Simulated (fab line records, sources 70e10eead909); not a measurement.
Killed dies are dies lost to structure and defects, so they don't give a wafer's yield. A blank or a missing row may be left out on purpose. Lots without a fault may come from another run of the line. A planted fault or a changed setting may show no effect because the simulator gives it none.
Chamber matching | flow nand_harc | NHARC_P_CONTACT_CMP_24 on cmp-03: 4 sister chambers
The step polishes, t overpolish 30 s, target thk 200 nm. 8 wafers are shown with their chamber, then 9 later ones without.

WAFERS WITH THEIR CHAMBER
wafer  | chamber | motor_current_A (A) | time_to_endpoint_s (s)
L088.1 | 3       | 14.4                | 39.4
L088.3 | 2       | 9.9                 | 42.1
L087.4 | 3       | 14.8                | 41.4
L089.1 | 1       | 12.1                | 40.9
L089.6 | 2       | 10.4                | 44.5
L091.3 | 0       | 12.5                | 41.6
L091.5 | 1       | 12.4                | 39.6
L091.6 | 0       | 12.6                | 38.3

WAFERS WITHOUT THEIR CHAMBER
wafer  | motor_current_A (A) | time_to_endpoint_s (s)
L093.2 | 13.8                | 42.0
L093.3 | 12.5                | 40.2
L093.6 | 12.6                | 40.4
L092.3 | 11.9                | 40.5
L092.5 | 14.7                | 40.0
L092.6 | 9.8                 | 41.7
L097.2 | 15.2                | 41.9
L097.3 | 10.6                | 45.2
L097.6 | 14.2                | 42.3

WHICH CHAMBER EACH WENT THROUGH
wafer  | from the rows above     | in truth
L093.2 | can't be placed: 3 or 0 | 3
L093.3 | can't be placed: 0 or 1 | 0
L093.6 | can't be placed: 0 or 1 | 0
L092.3 | can't be placed: 1 or 0 | 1
L092.5 | 3                       | 3
L092.6 | 2                       | 2
L097.2 | 3                       | 3
L097.3 | 2                       | 2
L097.6 | 3                       | 3
Placed correctly: 5 of 9. Can't be placed from these rows: 4 (the true chamber is among the candidates in 4). Placed wrongly: 0.
How it was worked out, from the rows above alone: a wafer's distance from a chamber is the root of the sum, over the readings, of the square of ((its reading less the chamber's mean) divided by the reading's scatter). The wafer belongs to the nearest chamber; if the next one is less than 2 further off, it can't be placed. A chamber's mean is the mean of its shown wafers. The scatter: the root of (the sum of the squares of (reading less its chamber's mean) over the shown wafers, divided by (wafers less chambers)).
